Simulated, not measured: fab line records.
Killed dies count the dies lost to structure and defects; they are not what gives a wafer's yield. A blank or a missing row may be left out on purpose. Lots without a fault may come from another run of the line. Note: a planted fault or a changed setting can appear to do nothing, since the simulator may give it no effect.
A lot that was struck, set against a sound lot | flow nand harc | 14 steps out of a route of 1302
Sound: the wafers L102.3, L102.4, L102.6. The struck wafers were L989.1, L989.2, L989.6. The cause is named last.
For every step that has rows: the tool of each side, followed by ch and its chambers, followed by its first start. Under that, the readings that differ: sound wafers | struck wafers | difference of the means | sigmas: that difference in standard deviations of wafers without a fault.
alike: a reading whose means differ by less than 2 such deviations, as well as words and numbers matching on both sides. not compared: withheld readings; readings where some wafer has no value; bounds like >300 that might hide an equal value; numbers whose values overlap and for which the record gives no deviation.
A row with sigmas, a row that says differs or no value, or rows on one side alone: a step with any of these is where the two part. Numbers that don't overlap but have no deviation are shown without sigmas and don't part them. A reading missing from all wafers of one side parts the sides only when that side holds two or more wafers.

first, 9 steps without rows for these wafers: NHARC_P_ZERO_WELL_STRIP_15 (strips in SPM, time 900 s); NHARC_P_ZERO_WELL_DEHYDRATE_16 (time 120 s); NHARC_P_ZERO_WELL_HMDS_17 (time 30 s); NHARC_P_ZERO_WELL_COAT_18; NHARC_P_ZERO_WELL_SOFTBAKE_19 (time 95 s); NHARC_P_ZERO_WELL_EBR_20; NHARC_P_ZERO_WELL_EXPOSE_21 (exposes mask P NWELL, target cd 720 nm); NHARC_P_ZERO_WELL_PEB_22 (peb time 85 s); NHARC_P_ZERO_WELL_DEVELOP_23 (time 70 s).
NHARC_P_ZERO_WELL_CD_MEAS_24: the cd target is 720 nm.
  sound on cd sem-03 ch 0, day 9 10:28; struck on cd sem-01 ch 0, day 4 02:37
  alike: cd nm
then, 1 step without rows for these wafers: NHARC_P_ZERO_WELL_HARDBAKE_25 (time 80 s).
NHARC_P_ZERO_WELL_DESCUM_26: chemistry O2, time 3 s.
  sound on rie diel-03 ch 0,1,3, day 9 10:37; struck on rie diel-13 ch 0,1, day 4 02:46
  reading      | sound          | struck         | difference | sigmas
  rf vpp V (V) | 56.6 55.7 56.0 | 58.3 59.2 58.8 | +2.7       | +3
  alike: drypump motor current A, oes product au, showerhead plenum p Torr, throttle valve pct
  not compared: rf hours counter h
NHARC_P_ZERO_WELL_IMPLANT_27:
  sound on implanter-02 ch 0, day 9 10:50; struck on implanter-02 ch 0, day 4 03:22
following that, these wafers have no rows for 1 step: NHARC_P_ZERO_WELL_IMPLANT_57.

WHERE THEY PART
Only at NHARC_P_ZERO_WELL_DESCUM_26, as far as this record shows.

WHY: whatever the simulator had introduced
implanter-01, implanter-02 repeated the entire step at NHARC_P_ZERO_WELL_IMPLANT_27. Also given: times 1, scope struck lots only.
